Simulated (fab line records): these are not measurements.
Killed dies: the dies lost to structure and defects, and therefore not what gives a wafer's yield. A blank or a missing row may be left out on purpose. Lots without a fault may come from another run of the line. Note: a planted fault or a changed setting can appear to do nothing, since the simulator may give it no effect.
Chamber matching -- flow n5-finfet -- N5_SD_EPI_N_ETCHBACK_44 on rie-diel-06 has 4 sister chambers
The step etches SiNx in CH3F/O2, stops on SiO2, target depth 14.5 nm. 14 wafers are shown with their chamber, then 7 later ones without.

WAFERS WITH THEIR CHAMBER
wafer,chamber,drypump-motor-current-A (A),throttle-valve-pct (%),showerhead-plenum-p-Torr (Torr)
L076.4,0,5.3,16.52,2.09
L076.5,1,6.4,15.81,2.04
L076.6,2,5.4,16.46,2.04
L082.2,3,4.8,15.75,1.96
L082.3,1,6.5,15.82,2.03
L082.6,3,4.8,15.75,1.96
L085.1,1,6.5,15.83,2.03
L085.4,3,4.8,15.75,1.96
L085.6,3,4.8,15.76,1.96
L088.1,2,5.4,16.50,2.03
L088.3,1,6.4,15.85,2.03
L088.5,3,4.8,15.77,1.96
L094.2,0,5.3,16.60,2.08
L094.3,1,6.5,15.87,2.03

SIGNATURES (means of the wafers above)
reading,chamber 0,chamber 1,chamber 2,chamber 3,scatter within a chamber
drypump-motor-current-A,5.300,6.460,5.400,4.800,0.0346
throttle-valve-pct,16.5600,15.8360,16.4800,15.7560,0.0258
showerhead-plenum-p-Torr,2.0850,2.0320,2.0350,1.9600,0.00424
Rule: for each reading, subtract the chamber's mean from the wafer's reading, divide by that reading's scatter and square the result; add these up over the readings and take the root, which gives the wafer's distance from the chamber. If the next closest chamber is less than 2 further off than the closest, the wafer can't be placed; otherwise it belongs to the closest. The scatter: take each reading less its chamber's mean, square it, sum over the shown wafers, divide by the number of wafers less the number of chambers, and take the root.

WAFERS WHOSE CHAMBER IS MISSING
wafer,drypump-motor-current-A (A),throttle-valve-pct (%),showerhead-plenum-p-Torr (Torr)
L094.5,6.4,15.87,2.03
L095.1,4.8,15.79,1.95
L095.2,6.4,15.89,2.03
L095.4,4.8,15.77,1.95
L097.1,5.4,16.14,2.03
L097.4,6.5,15.89,2.02
L097.5,6.4,15.90,2.02

CHAMBER TAKEN BY EACH
wafer,from the rows above,in truth
L094.5,1,1
L095.1,3,3
L095.2,1,1
L095.4,3,3
L097.1,2,2
L097.4,1,1
L097.5,1,1
Placed correctly: 7 of 7. Can't be placed from these rows: 0. Wrongly placed: 0.
